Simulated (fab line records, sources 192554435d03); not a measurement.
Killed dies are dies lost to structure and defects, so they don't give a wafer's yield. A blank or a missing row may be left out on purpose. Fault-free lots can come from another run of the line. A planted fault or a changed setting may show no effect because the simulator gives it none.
8D (eight disciplines) problem report, filled in by code || flow n5_finfet || the parts of the form that need people (team, actions taken, sign-off) are left out

## 1. WHAT IS WRONG
N5_BEOL_M11_CMP_52, barrier_field_endpoint_s: mean 16.1 s on 2 wafers (1 lot); fault-free wafers 29.0 s, standard deviation 1. Measured from the usual mean, that is -13 standard deviations.
The step: polishes, stops on SiCOH lowk, t overpolish 7 s, target thk 140 nm.
First seen on wafer L848.2, day 11 02:55, on cmp-04. At this step, 33 wafers from 11 lots have a number in the record. By rule, "out" or "out of limits" means more than 4 standard deviations away from the usual mean. All remaining wafers that have a number are taken as sound.

## 2. WHAT IT IS; WHAT IT IS NOT
{"question": "which readings at this step", "is": "barrier_field_endpoint_s, time_to_endpoint_s", "is not": "motor_current_A, overpolish_run_s"}
{"question": "which lots", "is": "L848", "is not": "L849, L850, L863, L864, L865, L866, L867, L868, L869, L870"}
{"question": "which wafers of those lots", "is": "L848.2, L848.5", "is not": "L848.3"}
{"question": "read on which tools", "is": "cmp-04", "is not": "cmp-01, cmp-02"}
{"question": "when", "is": "from day 11 02:55", "is not": "up to then (7 sound wafers); but 24 sound wafers of L863, L864, L865, L866, L867, L868, L869, L870 came after"}

## 3. THE SUSPECTS, EACH WITH WHAT RULES IT OUT
Counting: a tool at a process step up to the reading stays a suspect if it ran every lot that is out. Sound lots after the first of them don't rule it out here, since some wafers of a struck lot are sound.
- rie_diel-02 at N5_BEOL_M11_ETCH_66 (etches SOC in N2/H2, target depth 120 nm, overetch 24 nm, time 180 s): kept. L848, the lot that is out, went through it at day 10 22:46; up to then, the latest sound lot through it was L850 at day 10 13:46.
- uv_cure-01 at N5_BEOL_M11_CURE_72 (cures SiCOH lowk, time 120 s): kept. It ran the lot that is out, L848 (day 10 23:25).
- pvd_sputter-03 at N5_BEOL_M11_PRE_CLEAN_45 (time 30 s): kept. L848, the lot that is out, went through it at day 11 01:26; up to then, the latest sound lot through it was L849 at day 10 22:52.
- cmp-04 at N5_BEOL_M11_CMP_52 (polishes, stops on SiCOH lowk, t overpolish 7 s, target thk 140 nm): kept. L848, the lot that is out, went through it at day 11 02:55; up to then, the latest sound lot through it was L849 at day 11 02:07. Out on those wafers are its own readings of barrier_field_endpoint_s, time_to_endpoint_s.
- Within cmp-04 at N5_BEOL_M11_CMP_52: the wafers that are out ran in chambers 0, 2; their sound lot-mates ran in chamber 1.
Left after counting: rie_diel-02 at N5_BEOL_M11_ETCH_66, uv_cure-01 at N5_BEOL_M11_CURE_72, pvd_sputter-03 at N5_BEOL_M11_PRE_CLEAN_45, cmp-04 at N5_BEOL_M11_CMP_52.

## 4. THE CAUSE (what the simulator had put in)
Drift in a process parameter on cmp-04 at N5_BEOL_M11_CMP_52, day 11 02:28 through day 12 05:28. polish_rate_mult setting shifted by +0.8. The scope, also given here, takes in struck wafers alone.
Counting left 4 suspects, and this tool is among them.

## 5. THE CHAIN OF EFFECTS, in route order
One row per reading whose mean, taken over the struck wafers that have a number, lies over 3 standard deviations from the usual. Only readings whose record carries a usual standard deviation are examined. hours: median over the lots of the time between each lot's start at the first step of this table that gives one and its start at this step. sigmas: the change, counted in usual standard deviations.
{"hours": 0, "step": "N5_BEOL_M11_CMP_52", "reading": "barrier_field_endpoint_s", "usual": "29.0 s", "on struck wafers": 16.1, "change": -12.9, "sigmas": -13}
{"hours": 0, "step": "N5_BEOL_M11_CMP_52", "reading": "time_to_endpoint_s", "usual": "66 s", "on struck wafers": 35, "change": -31, "sigmas": -6.2}
Process steps it contains:
- N5_BEOL_M11_CMP_52: polishes, stops on SiCOH lowk, t overpolish 7 s, target thk 140 nm.

## 6. WHAT WOULD HAVE CAUGHT IT SOONER
The fault began at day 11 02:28; the first out-of-limits reading in this record came at day 11 02:55, 0 hours later.
